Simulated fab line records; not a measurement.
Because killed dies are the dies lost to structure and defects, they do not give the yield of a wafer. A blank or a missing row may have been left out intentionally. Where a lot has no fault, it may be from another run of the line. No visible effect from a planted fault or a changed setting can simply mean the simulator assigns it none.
Matching of chambers ; flow nandHarc ; rieDiel-13 running NHARC_P_BONDPAD_STRIP_15: 4 sister chambers
The step strips in O2. 8 wafers are shown with their chamber, then 7 later ones without.

WAFERS WITH THEIR CHAMBER
wafer;chamber;showerheadPlenumPTorr (Torr);oesProductAu (a.u.)
L087.1;2;3.33;1.004
L087.6;1;3.74;1.002
L090.6;3;3.60;0.995
L089.2;2;3.33;1.001
L089.4;0;3.54;1.015
L089.5;0;3.54;1.010
L093.1;1;3.73;1.017
L093.2;3;3.60;1.003

WAFERS WITH NO CHAMBER GIVEN
wafer;showerheadPlenumPTorr (Torr);oesProductAu (a.u.)
L093.6;3.54;1.002
L093.3;3.33;0.989
L093.4;3.54;1.000
L093.5;3.60;0.989
L094.2;3.60;0.991
L094.3;3.73;1.011
L094.4;3.54;0.996

WHICH CHAMBER EACH WENT THROUGH
wafer;from the rows above;in truth
L093.6;0;0
L093.3;2;2
L093.4;0;0
L093.5;3;3
L094.2;3;3
L094.3;1;1
L094.4;0;0
Correct placement for 7 of the 7. Can't be placed from these rows: 0. Number placed wrongly: 0.
How it was worked out, from the rows above alone: a wafer's distance from a chamber is the root of the sum, over the readings, of the square of ((its reading less the chamber's mean) divided by the reading's scatter). The wafer belongs to the nearest chamber; if the next one is less than 2 further off, it can't be placed. The mean given for a chamber averages the wafers shown for that chamber. The scatter: the root of (the sum of the squares of (reading less its chamber's mean) over the shown wafers, divided by (wafers less chambers)).
